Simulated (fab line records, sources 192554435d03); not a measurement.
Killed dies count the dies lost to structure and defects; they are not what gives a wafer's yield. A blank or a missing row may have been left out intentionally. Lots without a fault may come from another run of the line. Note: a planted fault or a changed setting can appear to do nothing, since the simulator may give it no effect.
fab line records + flow n5_finfet
[record]
- lots = 6
- wafers = 16
- last_day = 18
route steps=1938 shown BEOL_M8@1337
lots that met no fault: taken from a fault-free run of the same line
start_h: hours from the record's first day to the start of the lot's first wafer shown + wait_h: hours elapsed since this lot's preceding step + " the same as in the row above + L1.1+2: one row covering several wafers at once + - no value, or no start given + * or withheld: withheld + < > ~ a bound
route shown NAME@n: a module of which the file shows steps, and the number in the route of the first + usual: average and standard deviation across the fault-free wafers + same: alike in all rows + chamber/n: place in a boat + sites: per-site readings + _std_site: the values' standard deviation + _edge_site: inner sites' mean taken away from outer sites' mean + radius_mm: for every site, how far away it sits from the centre of the wafer + mask NAME#n: copy n + behind: tool/chamber where the wafer was last shaped + hold: the reason the lot was held/the length of the hold in hours/how it ended + device: which transistor (n, p or np) failed to switch + end of line: the tests these same wafers got at the end of their route + a step given without rows: its recipe and nothing more + killed: at the first sort, the dies lost to defects and structure; wafer yield is something else + map: the dies of a wafer, with x for killed, . for not killed, _ for no die there
set.NAME: setting as actually run; set.NAME@STEP: the setting as run at that earlier step + model.NAME: the simulator's own value behind a step, which no gauge read
lots at selected steps of the route; one table per step, one row per wafer
services: from which hour (start_h, from the record's first day; less than 0 if before it) a tool's chamber was out of use, for how many hours, and why
[[steps]]
[step N5_BEOL_M8_COAT_59]
[recipe]
- resist = SOC
- temp_c = 250
- time_s = 60
- spin_rpm = 1500
- resist_thk_nm = 100
[step N5_BEOL_M8_COAT_60]
[recipe]
- resist = SiARC
- temp_c = 220
- time_s = 60
- spin_rpm = 1500
- resist_thk_nm = 35
[step N5_BEOL_M8_COAT_05]
[recipe]
- resist = CAR-ArF
- spin_rpm = 1500
- resist_thk_nm = 90
[step N5_BEOL_M8_EBR_07]
[recipe]
- solvent = PGMEA
- ebr_width_mm = 1.5
[step N5_BEOL_M8_SOFTBAKE_06]
[recipe]
- temp_c = 110
- time_s = 60
- resist = CAR-ArF
[step N5_BEOL_M8_EXPOSE_08]
[recipe]
- mask_id = M8
- na = 1.35
- source_shape = dipole
- sigma_inner = 0.817
- sigma_outer = 0.97
- polarization = te
- dose_mj = 68.25
[step N5_BEOL_M8_PEB_09]
[recipe]
- peb_temp_c = withheld
- peb_time_s = 60
- resist = CAR-ArF
[step N5_BEOL_M8_DEVELOP_10]
[recipe]
- develop_time_s = 30
- developer = TMAH
- resist = CAR-ArF
- rinse_liquid = diw
- dry = air_spin
- dev_temp_c = 23
[step N5_BEOL_M8_CD_MEAS_11]
[recipe]
- target_cd_nm = 38.5
- landing_energy_ev = 500
- detector = se_inlens
- polarity = opening
[usual]
- cd_nm = 38.4/0.38
| lot.wafer | tool      | chamber | start_h | wait_h | cd_nm |
|-----------|-----------|---------|---------|--------|-------|
| L551.1    | cd_sem-03 | 0       | 199.25  | -      | 38.3  |
| L551.2    | "         | 0       | "       | "      | 38.4  |
| L551.6    | "         | 0       | "       | "      | 37.8  |
| L554.2    | cd_sem-03 | 0       | 233.97  | -      | 37.8  |
| L554.4    | "         | 0       | "       | "      | 37.7  |
| L554.5    | "         | 0       | "       | "      | 37.8  |
| L559.2    | cd_sem-02 | 0       | 256.17  | -      | 38.3  |
| L559.3    | "         | 0       | "       | "      | 39.0  |
| L560.1    | cd_sem-02 | 0       | 265.12  | -      | 38.2  |
| L560.2    | "         | 0       | "       | "      | 38.0  |
| L567.1    | cd_sem-02 | 0       | 304.09  | -      | 37.8  |
| L567.2    | "         | 0       | "       | "      | 38.2  |
| L567.6    | "         | 0       | "       | "      | 38.6  |
| L574.1    | cd_sem-03 | 0       | 347.79  | -      | 37.9  |
| L574.5    | "         | 0       | "       | "      | 37.8  |
| L574.6    | "         | 0       | "       | "      | 38.3  |
[step N5_BEOL_M8_OVL_MEAS_12]
[recipe]
- points_per_wafer = 44
[usual]
- M8_OVL = 0.1/0.87
| lot.wafer | tool       | chamber | start_h | wait_h | M8_OVL[nm] |
|-----------|------------|---------|---------|--------|------------|
| L551.1    | overlay-01 | 0       | 199.28  | 0.0    | -0.6       |
| L551.2    | "          | 0       | "       | "      | -1.0       |
| L551.6    | "          | 0       | "       | "      | -1.2       |
| L554.2    | overlay-01 | 0       | 234.00  | 0.0    | 0.9        |
| L554.4    | "          | 0       | "       | "      | 0.3        |
| L554.5    | "          | 0       | "       | "      | 2.4        |
| L559.2    | overlay-02 | 0       | 256.20  | 0.0    | 1.1        |
| L559.3    | "          | 0       | "       | "      | -0.8       |
| L560.1    | overlay-01 | 0       | 265.15  | 0.0    | 0.9        |
| L560.2    | "          | 0       | "       | "      | 1.6        |
| L567.1    | overlay-01 | 0       | 304.12  | 0.0    | -0.3       |
| L567.2    | "          | 0       | "       | "      | 2.1        |
| L567.6    | "          | 0       | "       | "      | 1.1        |
| L574.1    | overlay-02 | 0       | 347.82  | 0.0    | -0.2       |
| L574.5    | "          | 0       | "       | "      | -0.3       |
| L574.6    | "          | 0       | "       | "      | -0.3       |
[step N5_BEOL_M8_INSPECT_13]
[recipe]
- mode = adi
- inspect_instrument = brightfield
[usual]
- raw_defect_count = 408/99
| lot.wafer | tool              | chamber | start_h | wait_h | raw_defect_count |
|-----------|-------------------|---------|---------|--------|------------------|
| L551.1    | defect_inspect-02 | -       | 199.30  | 0.0    | 362              |
| L551.2    | "                 | -       | "       | "      | 492              |
| L551.6    | "                 | -       | "       | "      | 359              |
| L554.2    | defect_inspect-02 | -       | 234.02  | 0.0    | 359              |
| L554.4    | "                 | -       | "       | "      | 394              |
| L554.5    | "                 | -       | "       | "      | 383              |
| L559.2    | defect_inspect-02 | -       | 256.23  | 0.0    | 434              |
| L559.3    | "                 | -       | "       | "      | 509              |
| L560.1    | defect_inspect-02 | -       | 265.17  | 0.0    | 502              |
| L560.2    | "                 | -       | "       | "      | 456              |
| L567.1    | defect_inspect-02 | -       | 304.14  | 0.0    | 372              |
| L567.2    | "                 | -       | "       | "      | 422              |
| L567.6    | "                 | -       | "       | "      | 364              |
| L574.1    | defect_inspect-01 | -       | 347.84  | 0.0    | 499              |
| L574.5    | "                 | -       | "       | "      | 378              |
| L574.6    | "                 | -       | "       | "      | 592              |
[step N5_BEOL_M8_DESCUM_16]
[recipe]
- chemistry = O2
- time_s = 7.9
- source_power_w = 50
- bias_power_w = 20
- pressure_mtorr = 20
- rf_frequency_hz = 2.712e+07
- temp_c = 40
- resist = CAR-ArF
- o2_flow_sccm = 225
[usual]
- drypump_motor_current_A = 5.7/0.45
- oes_product_au = 0.80/0.091
- rf_vpp_V = 243.6/1.5
- showerhead_plenum_p_Torr = 2.12/0.08
- throttle_valve_pct = 20.46/0.26
| lot.wafer | tool        | chamber | start_h | wait_h | drypump_motor_current_A | oes_product_au | rf_hours_counter_h | rf_vpp_V | showerhead_plenum_p_Torr | throttle_valve_pct |
|-----------|-------------|---------|---------|--------|-------------------------|----------------|--------------------|----------|--------------------------|--------------------|
| L551.1    | rie_diel-06 | 2       | 199.34  | 0.0    | 5.1                     | 0.72           | 192                | 240.0    | 2.00                     | 20.86              |
| L551.2    | "           | 1       | "       | "      | 5.9                     | 0.98           | 6                  | 246.3    | 2.22                     | 20.53              |
| L551.6    | "           | 3       | "       | "      | 5.8                     | 0.88           | -                  | 246.5    | 2.21                     | 20.23              |
| L554.2    | rie_diel-05 | 0       | 234.38  | 0.4    | 5.9                     | 0.88           | 45                 | 242.0    | 2.04                     | 20.03              |
| L554.4    | "           | 3       | "       | "      | 4.8                     | 0.68           | 216                | 245.3    | 2.15                     | 20.43              |
| L554.5    | "           | 2       | "       | "      | 5.5                     | 0.88           | -                  | 245.7    | 2.23                     | 20.28              |
| L559.2    | rie_diel-05 | 1       | 256.55  | 0.3    | 5.2                     | 0.80           | 106                | 242.9    | 2.11                     | 20.73              |
| L559.3    | "           | 3       | "       | "      | 4.9                     | 0.67           | 224                | 243.5    | 2.14                     | 20.42              |
| L560.1    | rie_diel-05 | 2       | 265.48  | 0.3    | 5.5                     | 0.85           | 41                 | 243.8    | 2.22                     | 20.29              |
| L560.2    | "           | 0       | "       | "      | 5.9                     | 0.86           | 56                 | 241.2    | 2.03                     | 20.05              |
| L567.1    | rie_diel-02 | 2       | 304.31  | 0.2    | 5.9                     | 0.70           | 237                | 244.6    | 2.16                     | 20.50              |
| L567.2    | "           | 0       | "       | "      | 6.4                     | 0.71           | 219                | 242.2    | 2.07                     | 20.29              |
| L567.6    | "           | 3       | "       | "      | 5.8                     | 0.91           | -                  | 244.1    | 2.05                     | 20.14              |
| L574.1    | rie_diel-02 | 3       | 348.27  | 0.4    | 5.7                     | 0.88           | 41                 | 240.6    | 2.04                     | 20.17              |
| L574.5    | "           | 0       | "       | "      | 6.4                     | 0.69           | -                  | 243.2    | 2.07                     | 20.33              |
| L574.6    | "           | 3       | "       | "      | 5.8                     | 0.88           | -                  | 241.8    | 2.04                     | 20.16              |
[step N5_BEOL_M8_ETCH_61]
[recipe]
- chemistry = CF4
- target = SiARC
- target_depth_a = 455
- mask_material = CAR-ArF
- time_s = 75.8
- ion_energy_ev = 80
- pressure_mtorr = 40
- source_w = 545
- bias_w = 36
- Ar_flow_sccm = 100
- cf4_flow_sccm = 100
- ends = cleared
[usual]
- drypump_motor_current_A = 5.7/0.45
- etch_rf_on_time_s = 75.8/1.2
- mfc_ar_sccm = 100.00/0.3
- oes_product_au = 0.68/0.075
- rf_vpp_V = 184.3/1.3
- showerhead_plenum_p_Torr = 2.16/0.083
- throttle_valve_pct = 15.62/0.24
| lot.wafer | tool        | chamber | start_h | wait_h | drypump_motor_current_A | etch_rf_on_time_s | mfc_ar_sccm | oes_product_au | rf_hours_counter_h | rf_vpp_V | showerhead_plenum_p_Torr | throttle_valve_pct |
|-----------|-------------|---------|---------|--------|-------------------------|-------------------|-------------|----------------|--------------------|----------|--------------------------|--------------------|
| L551.1    | rie_diel-06 | 2       | 199.37  | 0.0    | 5.1                     | 75.8              | 100.49      | 0.61           | 192                | 183.0    | 2.04                     | 15.96              |
| L551.2    | "           | 1       | "       | "      | 5.9                     | 73.3              | 99.91       | 0.84           | 6                  | 186.5    | 2.28                     | 15.70              |
| L551.6    | "           | 3       | "       | "      | 5.7                     | 74.1              | 100.08      | 0.74           | -                  | 184.6    | 2.26                     | 15.42              |
| L554.2    | rie_diel-05 | 0       | 234.41  | 0.0    | 5.9                     | 75.3              | 99.92       | 0.74           | 45                 | 184.9    | 2.09                     | 15.22              |
| L554.4    | "           | 3       | "       | "      | 4.9                     | 79.0              | 100.15      | 0.58           | 216                | 184.8    | 2.21                     | 15.77              |
| L554.5    | "           | 2       | "       | "      | 5.5                     | 77.0              | 100.14      | 0.73           | -                  | 185.3    | 2.27                     | 15.44              |
| L559.2    | rie_diel-05 | 1       | 256.58  | 0.0    | 5.2                     | 47.0              | 100.01      | 0.91           | 106                | 184.4    | 2.16                     | 15.90              |
| L559.3    | "           | 3       | "       | "      | 4.8                     | 76.5              | 99.77       | 0.58           | 224                | 184.8    | 2.20                     | 15.79              |
| L560.1    | rie_diel-05 | 2       | 265.51  | 0.0    | 5.5                     | 47.1              | 99.80       | 0.97           | 41                 | 186.8    | 2.27                     | 15.47              |
| L560.2    | "           | 0       | "       | "      | 5.9                     | 46.0              | 100.04      | 1.00           | 56                 | 183.7    | 2.09                     | 15.25              |
| L567.1    | rie_diel-02 | 2       | 304.34  | 0.0    | 5.9                     | 76.6              | 99.99       | 0.60           | 237                | 185.7    | 2.19                     | 15.67              |
| L567.2    | "           | 0       | "       | "      | 6.4                     | 75.9              | 99.95       | 0.61           | 219                | 184.0    | 2.11                     | 15.51              |
| L567.6    | "           | 3       | "       | "      | 5.8                     | 76.3              | 99.85       | 0.77           | -                  | 183.1    | 2.09                     | 15.28              |
| L574.1    | rie_diel-02 | 3       | 348.31  | 0.0    | 5.7                     | 76.9              | 99.58       | 0.74           | 41                 | 184.4    | 2.09                     | 15.32              |
| L574.5    | "           | 0       | "       | "      | 6.4                     | 74.9              | 99.98       | 0.60           | -                  | 183.5    | 2.11                     | 15.55              |
| L574.6    | "           | 3       | "       | "      | 5.8                     | 76.9              | 100.39      | 0.74           | -                  | 183.8    | 2.09                     | 15.31              |
[step N5_BEOL_M8_ETCH_62]
[recipe]
- chemistry = N2/H2
- target = SOC
- target_depth_a = 1100
- overetch_a = 220
- mask_material = SiARC
- temp_c = 40
- time_s = 165
- ion_energy_ev = 200
- pressure_mtorr = 30
- source_w = 840
- bias_w = 150
- n2_flow_sccm = 200
- h2_flow_sccm = 200
[usual]
- drypump_motor_current_A = 5.7/0.45
- oes_product_au = 0.68/0.071
- rf_vpp_V = 524.7/2.8
- showerhead_plenum_p_Torr = 2.58/0.1
- throttle_valve_pct = 17.88/0.26
| lot.wafer | tool        | chamber | start_h | wait_h | drypump_motor_current_A | oes_product_au | rf_hours_counter_h | rf_vpp_V | showerhead_plenum_p_Torr | throttle_valve_pct |
|-----------|-------------|---------|---------|--------|-------------------------|----------------|--------------------|----------|--------------------------|--------------------|
| L551.1    | rie_diel-06 | 2       | 199.43  | 0.0    | 5.1                     | 0.61           | 192                | 520.2    | 2.42                     | 18.19              |
| L551.2    | "           | 1       | "       | "      | 5.9                     | 0.82           | 6                  | 527.7    | 2.72                     | 18.10              |
| L551.6    | "           | 3       | "       | "      | 5.7                     | 0.73           | -                  | 527.3    | 2.70                     | 17.69              |
| L554.2    | rie_diel-05 | 0       | 234.47  | 0.0    | 5.9                     | 0.75           | 45                 | 521.6    | 2.47                     | 17.52              |
| L554.4    | "           | 3       | "       | "      | 4.9                     | 0.59           | 216                | 525.5    | 2.63                     | 17.97              |
| L554.5    | "           | 2       | "       | "      | 5.6                     | 0.73           | -                  | 528.2    | 2.71                     | 17.62              |
| L559.2    | rie_diel-05 | 1       | 256.64  | 0.0    | 5.2                     | 0.67           | 106                | 524.2    | 2.57                     | 18.16              |
| L559.3    | "           | 3       | "       | "      | 4.8                     | 0.59           | 224                | 525.5    | 2.63                     | 17.98              |
| L560.1    | rie_diel-05 | 2       | 265.57  | 0.0    | 5.6                     | 0.72           | 41                 | 528.6    | 2.70                     | 17.64              |
| L560.2    | "           | 0       | "       | "      | 5.9                     | 0.72           | 56                 | 523.5    | 2.47                     | 17.52              |
| L567.1    | rie_diel-02 | 2       | 304.40  | 0.0    | 5.9                     | 0.60           | 237                | 526.2    | 2.61                     | 17.90              |
| L567.2    | "           | 0       | "       | "      | 6.4                     | 0.61           | 219                | 523.1    | 2.51                     | 17.67              |
| L567.6    | "           | 3       | "       | "      | 5.8                     | 0.77           | -                  | 523.1    | 2.49                     | 17.55              |
| L574.1    | rie_diel-02 | 3       | 348.36  | 0.0    | 5.8                     | 0.74           | 42                 | 523.3    | 2.49                     | 17.57              |
| L574.5    | "           | 0       | "       | "      | 6.4                     | 0.59           | -                  | 523.1    | 2.50                     | 17.69              |
| L574.6    | "           | 3       | "       | "      | 5.8                     | 0.74           | -                  | 522.1    | 2.49                     | 17.58              |
[[services]]
| tool        | chamber | start_h | hours | kind                          |
|-------------|---------|---------|-------|-------------------------------|
| rie_diel-06 | 0       | 200.31  | 15.8  | repair                        |
| rie_diel-02 | 3       | 221.54  | -     | clean                         |
| rie_diel-02 | 3       | 221.54  | -     | consumable_replace:focus_ring |
| rie_diel-06 | 0       | 247.37  | -     | clean                         |
| rie_diel-06 | 0       | 247.37  | -     | consumable_replace:focus_ring |
| rie_diel-06 | 0       | 247.37  | 23.0  | scheduled_down                |
| rie_diel-06 | 0       | 247.37  | 23.0  | vent_cycle                    |
| rie_diel-05 | 0       | 304.59  | 5.7   | repair                        |
| rie_diel-06 | 3       | 310.47  | 18.0  | repair                        |
| rie_diel-05 | 3       | 328.62  | -     | clean                         |
| rie_diel-05 | 3       | 328.62  | -     | consumable_replace:focus_ring |
| rie_diel-05 | 3       | 328.62  | 14.2  | scheduled_down                |
| rie_diel-05 | 3       | 328.62  | 14.2  | vent_cycle                    |
| rie_diel-02 | 2       | 339.53  | -     | clean                         |
| rie_diel-02 | 2       | 339.53  | -     | consumable_replace:focus_ring |
| rie_diel-02 | 2       | 339.53  | 21.4  | scheduled_down                |
| rie_diel-02 | 2       | 339.53  | 21.4  | vent_cycle                    |
| rie_diel-06 | 2       | 342.28  | -     | clean                         |
| rie_diel-06 | 2       | 342.28  | -     | consumable_replace:focus_ring |
| rie_diel-06 | 2       | 342.28  | -     | consumable_replace:showerhead |
| rie_diel-06 | 2       | 342.28  | 28.4  | scheduled_down                |
| rie_diel-06 | 2       | 342.28  | 28.4  | vent_cycle                    |
[[key]]
[first_sign]
- step = N5_BEOL_M8_ETCH_61
- reading = etch_rf_on_time_s
- direction = down
- sigmas = 23
- usual = *
- struck = *
[effect]
- step = N5_BEOL_M8_ETCH_61
- reading = oes_product_au
- direction = up
- sigmas = 3.7
- usual = 0.68
- struck = 0.96
met_at N5_BEOL_M8_ETCH_61
struck_wafers L559.2,L560.1,L560.2
onset_between 234.41 256.58
[fault]
- kind = process_parameter_drift
- tool = rie_diel-05
- chamber = -
- onset_h = 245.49
- steps = N5_BEOL_M8_ETCH_61
- channel = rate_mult
- offset = 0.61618
- shape = step
- end_h = 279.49
- scope = struck_wafers_only
